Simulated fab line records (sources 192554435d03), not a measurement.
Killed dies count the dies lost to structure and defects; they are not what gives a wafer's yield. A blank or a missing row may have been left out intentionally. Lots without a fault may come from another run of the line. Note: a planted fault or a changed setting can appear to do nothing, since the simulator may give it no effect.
fab line records / flow n5-finfet
record: lots: 7 wafers: 21 last-day: 17
route steps=1938 shown START@1 ZERO_LAYER@2 PASSIVATION@1936
lots that met no fault: from a run of the same line without faults
start-h: the number of hours between the record's first day and the start of the first shown wafer of the lot / wait-h: hours elapsed since this lot's preceding step / " as in the row above / L1.1+2: a row that stands for several wafers / - no value, or no start was given / * or withheld: withheld / < > ~ a bound
route shown NAME@n: a module of which the file shows steps, and the number in the route of the first / usual: mean/standard deviation taken from wafers without a fault / same: alike in all rows / chamber/n: place in a boat / sites: each site's reading / _std_site: how widely they spread, as a standard deviation / _edge_site: mean of outer sites minus mean of inner sites / radius-mm: for every site, how far away it sits from the centre of the wafer / mask NAME#n: copy n / behind: tool/chamber where the wafer was last shaped / hold: what put the lot on hold/how long, in hours/how the hold closed / device: which transistor (n, p or np) failed to switch / end of line: tests of these same wafers at the route's end / a step given without rows: its recipe and nothing more / killed: dies lost to structure and defects at the first sort, not the wafer's yield / map: a wafer's dies, x killed, . not, _ none there
set.NAME: the run value of the setting; set.NAME@STEP: its run value at that earlier step / model.NAME: the simulator's own value behind a step, which no gauge read
a table for each step, a row for each wafer; lots at some steps of the route
services: when a tool's chamber went out of use (start-h, in hours from the record's first day, below 0 if earlier), for how many hours, and the reason
== steps ==
step: N5_START_INSPECT_01
recipe: inspect-instrument: unpatterned-scan mode: incoming
usual: raw-defect-count: 6.0/2.4
lot.wafer=L547.1 tool=defect-inspect-01 chamber=- start-h=12.03 wait-h=- raw-defect-count=7
lot.wafer=L547.2 tool=defect-inspect-01 chamber=- start-h=12.03 wait-h=- raw-defect-count=7
lot.wafer=L547.6 tool=defect-inspect-01 chamber=- start-h=12.03 wait-h=- raw-defect-count=5
lot.wafer=L552.1 tool=defect-inspect-02 chamber=- start-h=42.03 wait-h=- raw-defect-count=7
lot.wafer=L552.2 tool=defect-inspect-02 chamber=- start-h=42.03 wait-h=- raw-defect-count=8
lot.wafer=L552.6 tool=defect-inspect-02 chamber=- start-h=42.03 wait-h=- raw-defect-count=1
lot.wafer=L554.1 tool=defect-inspect-02 chamber=- start-h=54.03 wait-h=- raw-defect-count=8
lot.wafer=L554.5 tool=defect-inspect-02 chamber=- start-h=54.03 wait-h=- raw-defect-count=6
lot.wafer=L554.6 tool=defect-inspect-02 chamber=- start-h=54.03 wait-h=- raw-defect-count=7
lot.wafer=L555.1 tool=defect-inspect-02 chamber=- start-h=60.03 wait-h=- raw-defect-count=7
lot.wafer=L555.4 tool=defect-inspect-02 chamber=- start-h=60.03 wait-h=- raw-defect-count=5
lot.wafer=L555.5 tool=defect-inspect-02 chamber=- start-h=60.03 wait-h=- raw-defect-count=11
lot.wafer=L557.2 tool=defect-inspect-02 chamber=- start-h=72.03 wait-h=- raw-defect-count=4
lot.wafer=L557.4 tool=defect-inspect-02 chamber=- start-h=72.03 wait-h=- raw-defect-count=4
lot.wafer=L557.5 tool=defect-inspect-02 chamber=- start-h=72.03 wait-h=- raw-defect-count=7
lot.wafer=L562.1 tool=defect-inspect-02 chamber=- start-h=102.03 wait-h=- raw-defect-count=11
lot.wafer=L562.3 tool=defect-inspect-02 chamber=- start-h=102.03 wait-h=- raw-defect-count=9
lot.wafer=L562.4 tool=defect-inspect-02 chamber=- start-h=102.03 wait-h=- raw-defect-count=5
lot.wafer=L570.1 tool=defect-inspect-01 chamber=- start-h=150.03 wait-h=- raw-defect-count=8
lot.wafer=L570.3 tool=defect-inspect-01 chamber=- start-h=150.03 wait-h=- raw-defect-count=3
lot.wafer=L570.4 tool=defect-inspect-01 chamber=- start-h=150.03 wait-h=- raw-defect-count=6
step: N5_ZERO_LAYER_PRECLEAN_00
recipe: chemistry: SPM time-s: 600 temp-c: 120 mix: 4:1
step: N5_ZERO_LAYER_SRD_01
recipe: time-s: 30 temp-c: 23 rinse-liquid: diw dry: n2-spin spin-rpm: 1500 dry-time-s: 30
step: N5_ZERO_LAYER_PECVD_02
recipe: material: SiO2 target-thk-a: 100 temp-c: 400 precursor: SiH4/N2O pressure-torr: 0.75 rf-w: 275 time-s: 6
usual: heater-power-w: 766/95 showerhead-plenum-p-Torr: 8.17/0.1
lot.wafer=L547.1 tool=pecvd-03 chamber=0 start-h=12.28 wait-h=0.0 heater-power-w=908 showerhead-plenum-p-Torr=8.14
lot.wafer=L547.2 tool=pecvd-03 chamber=1 start-h=12.28 wait-h=0.0 heater-power-w=705 showerhead-plenum-p-Torr=8.28
lot.wafer=L547.6 tool=pecvd-03 chamber=2 start-h=12.28 wait-h=0.0 heater-power-w=714 showerhead-plenum-p-Torr=8.13
lot.wafer=L552.1 tool=pecvd-03 chamber=0 start-h=42.29 wait-h=0.0 heater-power-w=853 showerhead-plenum-p-Torr=8.12
lot.wafer=L552.2 tool=pecvd-03 chamber=1 start-h=42.29 wait-h=0.0 heater-power-w=585 showerhead-plenum-p-Torr=8.26
lot.wafer=L552.6 tool=pecvd-03 chamber=1 start-h=42.29 wait-h=0.0 heater-power-w=612 showerhead-plenum-p-Torr=8.29
lot.wafer=L554.1 tool=pecvd-02 chamber=0 start-h=54.28 wait-h=0.0 heater-power-w=800 showerhead-plenum-p-Torr=8.07
lot.wafer=L554.5 tool=pecvd-02 chamber=0 start-h=54.28 wait-h=0.0 heater-power-w=779 showerhead-plenum-p-Torr=8.10
lot.wafer=L554.6 tool=pecvd-02 chamber=1 start-h=54.28 wait-h=0.0 heater-power-w=952 showerhead-plenum-p-Torr=8.06
lot.wafer=L555.1 tool=pecvd-04 chamber=1 start-h=60.28 wait-h=0.0 heater-power-w=720 showerhead-plenum-p-Torr=8.26
lot.wafer=L555.4 tool=pecvd-04 chamber=1 start-h=60.28 wait-h=0.0 heater-power-w=718 showerhead-plenum-p-Torr=8.28
lot.wafer=L555.5 tool=pecvd-04 chamber=1 start-h=60.28 wait-h=0.0 heater-power-w=735 showerhead-plenum-p-Torr=8.29
lot.wafer=L557.2 tool=pecvd-03 chamber=1 start-h=72.28 wait-h=0.0 heater-power-w=633 showerhead-plenum-p-Torr=8.26
lot.wafer=L557.4 tool=pecvd-03 chamber=1 start-h=72.28 wait-h=0.0 heater-power-w=614 showerhead-plenum-p-Torr=8.25
lot.wafer=L557.5 tool=pecvd-03 chamber=0 start-h=72.28 wait-h=0.0 heater-power-w=819 showerhead-plenum-p-Torr=8.13
lot.wafer=L562.1 tool=pecvd-03 chamber=2 start-h=102.30 wait-h=0.0 heater-power-w=706 showerhead-plenum-p-Torr=8.12
lot.wafer=L562.3 tool=pecvd-03 chamber=1 start-h=102.30 wait-h=0.0 heater-power-w=705 showerhead-plenum-p-Torr=8.27
lot.wafer=L562.4 tool=pecvd-03 chamber=2 start-h=102.30 wait-h=0.0 heater-power-w=720 showerhead-plenum-p-Torr=8.13
lot.wafer=L570.1 tool=pecvd-02 chamber=2 start-h=150.28 wait-h=0.0 heater-power-w=619 showerhead-plenum-p-Torr=7.91
lot.wafer=L570.3 tool=pecvd-02 chamber=0 start-h=150.28 wait-h=0.0 heater-power-w=728 showerhead-plenum-p-Torr=8.11
lot.wafer=L570.4 tool=pecvd-02 chamber=2 start-h=150.28 wait-h=0.0 heater-power-w=612 showerhead-plenum-p-Torr=7.95
step: N5_ZERO_LAYER_HMDS_04
recipe: time-s: 60 temp-c: 120
step: N5_ZERO_LAYER_COAT_05
recipe: spin-rpm: 1500 resist-thk-nm: 1000
step: N5_ZERO_LAYER_EBR_07
recipe: solvent: PGMEA ebr-width-mm: 1.5
step: N5_ZERO_LAYER_SOFTBAKE_06
recipe: temp-c: 100 time-s: 90
step: N5_ZERO_LAYER_EXPOSE_08
recipe: mask-id: ZERO na: 0.55 source-shape: conventional sigma-outer: 0.8 polarization: unpolarized defocus-nm: 0 target-cd-nm: 2000 dose-mj: 16.2
usual: exposure-dose-mJ-cm2: 16.190/0.017
lot.wafer=L547.1 tool=krf-scanner-02 chamber=0 start-h=12.62 wait-h=- mask=ZERO#0 exposure-dose-mJ-cm2=16.192
lot.wafer=L547.2 tool=krf-scanner-02 chamber=0 start-h=12.62 wait-h=- mask=ZERO#0 exposure-dose-mJ-cm2=16.195
lot.wafer=L547.6 tool=krf-scanner-02 chamber=0 start-h=12.62 wait-h=- mask=ZERO#0 exposure-dose-mJ-cm2=16.206
lot.wafer=L552.1 tool=krf-scanner-02 chamber=0 start-h=42.60 wait-h=- mask=ZERO#0 exposure-dose-mJ-cm2=16.204
lot.wafer=L552.2 tool=krf-scanner-02 chamber=0 start-h=42.60 wait-h=- mask=ZERO#0 exposure-dose-mJ-cm2=16.202
lot.wafer=L552.6 tool=krf-scanner-02 chamber=0 start-h=42.60 wait-h=- mask=ZERO#0 exposure-dose-mJ-cm2=16.185
lot.wafer=L554.1 tool=krf-scanner-02 chamber=0 start-h=54.46 wait-h=- mask=ZERO#0 exposure-dose-mJ-cm2=15.714
lot.wafer=L554.5 tool=krf-scanner-02 chamber=0 start-h=54.46 wait-h=- mask=ZERO#0 exposure-dose-mJ-cm2=15.739
lot.wafer=L554.6 tool=krf-scanner-02 chamber=0 start-h=54.46 wait-h=- mask=ZERO#0 exposure-dose-mJ-cm2=15.703
lot.wafer=L555.1 tool=krf-scanner-02 chamber=0 start-h=60.49 wait-h=- mask=ZERO#0 exposure-dose-mJ-cm2=15.814
lot.wafer=L555.4 tool=krf-scanner-02 chamber=0 start-h=60.49 wait-h=- mask=ZERO#0 exposure-dose-mJ-cm2=15.824
lot.wafer=L555.5 tool=krf-scanner-02 chamber=0 start-h=60.49 wait-h=- mask=ZERO#0 exposure-dose-mJ-cm2=15.812
lot.wafer=L557.2 tool=krf-scanner-02 chamber=0 start-h=72.60 wait-h=- mask=ZERO#0 exposure-dose-mJ-cm2=15.895
lot.wafer=L557.4 tool=krf-scanner-02 chamber=0 start-h=72.60 wait-h=- mask=ZERO#0 exposure-dose-mJ-cm2=15.872
lot.wafer=L557.5 tool=krf-scanner-02 chamber=0 start-h=72.60 wait-h=- mask=ZERO#0 exposure-dose-mJ-cm2=15.883
lot.wafer=L562.1 tool=krf-scanner-01 chamber=0 start-h=102.61 wait-h=- mask=ZERO#0 exposure-dose-mJ-cm2=16.183
lot.wafer=L562.3 tool=krf-scanner-01 chamber=0 start-h=102.61 wait-h=- mask=ZERO#0 exposure-dose-mJ-cm2=16.190
lot.wafer=L562.4 tool=krf-scanner-01 chamber=0 start-h=102.61 wait-h=- mask=ZERO#0 exposure-dose-mJ-cm2=16.218
lot.wafer=L570.1 tool=krf-scanner-01 chamber=0 start-h=150.46 wait-h=- mask=ZERO#0 exposure-dose-mJ-cm2=16.178
lot.wafer=L570.3 tool=krf-scanner-01 chamber=0 start-h=150.46 wait-h=- mask=ZERO#0 exposure-dose-mJ-cm2=16.167
lot.wafer=L570.4 tool=krf-scanner-01 chamber=0 start-h=150.46 wait-h=- mask=ZERO#0 exposure-dose-mJ-cm2=16.170
step: N5_ZERO_LAYER_PEB_09
recipe: peb-temp-c: withheld peb-time-s: *
step: N5_PASSIVATION_PROBE_49
usual: killed_at_M0_to_M3: 34/8.9 killed_at_M4_up: 13/4.6 killed-at-contacts: 12/5.5 killed-at-front-end: 41/11 killed-at-other: 3.1/2.9 killed-dies: 102/16 killed-open: 66/11 killed-short: 34/7.6
same: gross-dies: 1180 killed-at-back-side: 0
lot.wafer=L554.1 tool=prober-01 chamber=- start-h=305.80 wait-h=0.0 killed_at_M0_to_M3=32 killed_at_M4_up=16 killed-at-contacts=8 killed-at-front-end=53 killed-at-other=7 killed-dies=116 killed-open=66 killed-short=50
lot.wafer=L554.5 tool=prober-01 chamber=- start-h=306.00 wait-h=0.2 killed_at_M0_to_M3=39 killed_at_M4_up=11 killed-at-contacts=9 killed-at-front-end=41 killed-at-other=2 killed-dies=102 killed-open=59 killed-short=41
lot.wafer=L555.1 tool=prober-01 chamber=- start-h=314.11 wait-h=0.0 killed_at_M0_to_M3=45 killed_at_M4_up=21 killed-at-contacts=16 killed-at-front-end=35 killed-at-other=5 killed-dies=122 killed-open=79 killed-short=42
lot.wafer=L555.4 tool=prober-01 chamber=- start-h=314.26 wait-h=0.2 killed_at_M0_to_M3=31 killed_at_M4_up=11 killed-at-contacts=28 killed-at-front-end=63 killed-at-other=6 killed-dies=139 killed-open=96 killed-short=35
lot.wafer=L555.5 tool=prober-01 chamber=- start-h=314.31 wait-h=0.2 killed_at_M0_to_M3=37 killed_at_M4_up=9 killed-at-contacts=24 killed-at-front-end=44 killed-at-other=2 killed-dies=116 killed-open=82 killed-short=33
killed by level:class
L554.1 FIN_SAQP:geometric-particle:short=15 STI_FIN_REVEAL:geometric-particle:open=12 BEOL_M0_SAQP:geometric-particle:open=12 BEOL_M0_SAQP:geometric-particle:short=12 FIN_SAQP:geometric-particle:open=7 MOL_CONTACT_COAG:geometric-particle:open=7 STI_FIN_REVEAL:geometric-particle:short=5 BEOL_M4:geometric-particle:open=5
L554.5 BEOL_M0_SAQP:geometric-particle:short=11 BEOL_M2:geometric-particle:open=9 FIN_SAQP:geometric-particle:short=8 MOL_CONTACT_COAG:geometric-particle:open=8 BEOL_M0_SAQP:geometric-particle:open=8 FIN_SAQP:geometric-particle:open=7 STI_FIN_REVEAL:geometric-particle:open=6 STI_FIN_REVEAL:geometric-particle:short=5
L555.1 MOL_CONTACT_COAG:geometric-particle:open=15 BEOL_M2:geometric-particle:open=11 BEOL_M3:geometric-particle:open=9 BEOL_M0_SAQP:geometric-particle:short=8 STI_FIN_REVEAL:geometric-particle:open=7 BEOL_M0_SAQP:geometric-particle:open=7 STI_FIN_REVEAL:geometric-particle:short=5 BEOL_M4:geometric-particle:open=4
L555.4 MOL_CONTACT_COAG:geometric-particle:open=19 DUMMY_GATE:geometric-particle:open=14 STI_FIN_REVEAL:geometric-particle:open=12 BEOL_M3:geometric-particle:open=10 FIN_SAQP:geometric-particle:open=9 MOL_CONTACT_COAG:geometric-particle:short=9 FIN_SAQP:geometric-particle:short=7 BEOL_M2:geometric-particle:open=7
L555.5 MOL_CONTACT_COAG:geometric-particle:open=19 STI_FIN_REVEAL:geometric-particle:open=12 BEOL_M1:geometric-particle:open=11 BEOL_M3:geometric-particle:open=9 FIN_SAQP:geometric-particle:short=6 DUMMY_GATE:geometric-particle:open=6 GATE_CUT:geometric-particle:short=5 MOL_CONTACT_COAG:geometric-particle:short=5
== services ==
tool=krf-scanner-01 chamber=- start-h=9.29 hours=1.3 kind=pm
tool=pecvd-02 chamber=- start-h=18.08 hours=1.0 kind=repair
tool=krf-scanner-02 chamber=0 start-h=19.23 hours=- kind=calibration
tool=pecvd-02 chamber=2 start-h=21.12 hours=- kind=clean
tool=pecvd-02 chamber=2 start-h=21.12 hours=- kind=consumable-replace:showerhead
tool=pecvd-02 chamber=2 start-h=21.12 hours=29.0 kind=scheduled-down
tool=pecvd-02 chamber=2 start-h=21.12 hours=29.0 kind=vent-cycle
tool=krf-scanner-02 chamber=- start-h=37.50 hours=0.7 kind=repair
tool=krf-scanner-01 chamber=- start-h=48.20 hours=3.6 kind=pm
tool=krf-scanner-01 chamber=- start-h=52.76 hours=0.8 kind=pm
tool=krf-scanner-01 chamber=- start-h=54.21 hours=0.3 kind=repair
tool=krf-scanner-01 chamber=0 start-h=56.00 hours=- kind=calibration
tool=pecvd-04 chamber=2 start-h=56.57 hours=5.3 kind=repair
tool=pecvd-02 chamber=- start-h=57.48 hours=1.9 kind=repair
tool=krf-scanner-02 chamber=- start-h=76.92 hours=1.0 kind=pm
tool=krf-scanner-01 chamber=- start-h=77.62 hours=0.5 kind=repair
tool=pecvd-04 chamber=- start-h=85.71 hours=0.6 kind=repair
tool=krf-scanner-01 chamber=- start-h=94.09 hours=3.5 kind=repair
tool=krf-scanner-02 chamber=- start-h=104.98 hours=1.3 kind=pm
tool=krf-scanner-01 chamber=- start-h=139.12 hours=4.0 kind=pm
tool=pecvd-03 chamber=2 start-h=142.85 hours=5.0 kind=scheduled-down
tool=krf-scanner-02 chamber=- start-h=143.54 hours=0.8 kind=pm
tool=pecvd-02 chamber=- start-h=144.46 hours=0.7 kind=repair
tool=pecvd-04 chamber=- start-h=148.13 hours=1.1 kind=repair
== key ==
first-sign: step: N5_ZERO_LAYER_EXPOSE_08 reading: exposure-dose-mJ-cm2 direction: down sigmas: 23 usual: 16.190 struck: 15.806
effect none on later readings
met-at N5_ZERO_LAYER_EXPOSE_08
struck-wafers L554.1,L554.5,L554.6,L555.1,L555.4,L555.5,L557.2,L557.4,L557.5
rows-end L554.6
tester-left-out L554,L555,L557
loop-trim: step: N5_ZERO_LAYER_EXPOSE_08 setting: dose lots: L555,L557
onset-between 42.60 54.46
fault: kind: process-parameter-drift tool: krf-scanner-02 chamber: - onset-h: 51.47 steps: N5_ZERO_LAYER_EXPOSE_08 channel: dose-mj offset: -0.47517 shape: step acts-in: these-recipes-only stated: 16.2
tester-left-out: of these lots the tester's yield and bins aren't shown, on N5 and GAA mostly nor the transistor test; their killed dies are dies lost to structure and defects alone, not to doping, threshold or leakage, so they don't give the yield
rows-end: these wafers met a further fault down the route, and their rows from its step on are left out
loop-trim: a control loop set the setting to another value than it would have without faults
